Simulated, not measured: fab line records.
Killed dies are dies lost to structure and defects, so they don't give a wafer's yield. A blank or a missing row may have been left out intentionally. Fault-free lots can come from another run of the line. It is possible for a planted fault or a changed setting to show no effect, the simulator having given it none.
What tool caused it? -- flow n5Finfet -- 11 lots with 31 wafers sampled at 3 steps, on a route of 1938 steps

WHAT THE GAUGES READ, wafer by wafer
N5_PASSIVATION_INSPECT_67: inspects for defects (macro).
lot,measured,on,rawDefectCount
L985,day 15 17:22,defectInspect-02,3 1 2
L988,day 16 04:08,defectInspect-02,2 2 2
L986,day 16 07:24,defectInspect-02,5 1
L989,day 16 13:47,defectInspect-01,3 2 1
L993,day 17 19:07,defectInspect-02,2 3 2
L990,day 17 23:22,defectInspect-01,1 0 2
L992,day 18 19:03,defectInspect-02,2 3 2
L100,day 20 08:32,defectInspect-01,1 2
L104,day 21 11:46,defectInspect-02,1 2 5
L106,day 21 12:28,defectInspect-02,3 0 1
L108,day 21 23:10,defectInspect-02,2 2 3

EACH LOT AND THE TOOL THAT RAN IT (in order: tool; ch and the chambers of the sampled wafers; start)
lot,N5_BEOL_M14_SPUTTER_45,N5_PASSIVATION_AL_ETCH_33
L985,"pvdSputter-01, day 14 17:44","rieMetal-02 ch 0,1, day 15 15:41"
L988,"pvdSputter-03, day 15 08:33","rieMetal-01 ch 0,1, day 16 02:16"
L986,"pvdSputter-02, day 15 11:07","rieMetal-01 ch 0,1, day 16 05:38"
L989,"pvdSputter-02, day 15 22:47","rieMetal-02 ch 0, day 16 12:01"
L993,"pvdSputter-03, day 16 22:01","rieMetal-02 ch 0,1, day 17 17:38"
L990,"pvdSputter-03, day 17 01:29","rieMetal-01 ch 0,1, day 17 21:16"
L992,"pvdSputter-03, day 17 22:14","rieMetal-03 ch 0,1, day 18 17:32"
L100,"pvdSputter-03, day 19 13:23","rieMetal-03 ch 1, day 20 06:46"
L104,"pvdSputter-01, day 20 13:17","rieMetal-02 ch 0,1, day 21 10:08"
L106,"pvdSputter-02, day 20 13:51","rieMetal-02 ch 0,1, day 21 10:43"
L108,"pvdSputter-02, day 21 01:46","rieMetal-02 ch 0,1, day 21 21:40"
- N5_BEOL_M14_SPUTTER_45: material Cu, target thk 100 nm, time 16.67 s.
- N5_PASSIVATION_AL_ETCH_33: etches Al in Cl2/BCl3, stops on TaN, target depth 2800 nm, time 466.7 s.

AS READ BY THE TOOLS THEMSELVES (means over the sampled wafers that have a number; for cases with no such wafer, the mark the record gives instead)
N5_BEOL_M14_SPUTTER_45.
lot,tool,throttleValvePct (%)
L985,pvdSputter-01,29.6
L988,pvdSputter-03,29.8
L986,pvdSputter-02,29.5
L989,pvdSputter-02,30.2
L993,pvdSputter-03,29.1
L990,pvdSputter-03,29.0
L992,pvdSputter-03,30.0
L100,pvdSputter-03,30.9
L104,pvdSputter-01,29.5
L106,pvdSputter-02,29.9
L108,pvdSputter-02,30.2

N5_PASSIVATION_AL_ETCH_33.
lot,tool,drypumpMotorCurrentA (A),oesProductAu (a.u.),throttleValvePct (%)
L985,rieMetal-02,6.0,0.77,34.1
L988,rieMetal-01,6.3,0.78,34.3
L986,rieMetal-01,6.4,0.79,34.4
L989,rieMetal-02,6.6,0.77,33.8
L993,rieMetal-02,6.0,0.75,34.0
L990,rieMetal-01,6.5,0.78,34.5
L992,rieMetal-03,5.8,0.81,34.0
L100,rieMetal-03,5.5,0.82,33.8
L104,rieMetal-02,6.3,0.72,33.9
L106,rieMetal-02,6.3,0.72,34.0
L108,rieMetal-02,6.0,0.72,34.1

THE ANSWER, worked out from the rows above alone
Rule: usual is defined by the lots themselves. Put in order of their means at a reading, lots are off if they are a third of the lots or fewer, leave a main group of 4 or more, and stand apart from it by a gap of 3 or more times the standard deviation of the main group's means; of several such gaps the widest counts. The tables above print the reading to a certain number of digits; a main group whose means all agree to those digits is not used. A lot without any number at a reading at which 4 lots or more have one is off too. Any other lot the step has rows for is counted as sound. First the gauges in route order, then the tools' own readings, where a lot's mean is used as printed above. The first step at which some lot is off is used, and at that step the reading that is off furthest; a lot without a number counts as furthest.
Nothing can be told from this: no lot is off at any reading shown.

WHAT HAD BEEN PUT IN BY THE SIMULATOR
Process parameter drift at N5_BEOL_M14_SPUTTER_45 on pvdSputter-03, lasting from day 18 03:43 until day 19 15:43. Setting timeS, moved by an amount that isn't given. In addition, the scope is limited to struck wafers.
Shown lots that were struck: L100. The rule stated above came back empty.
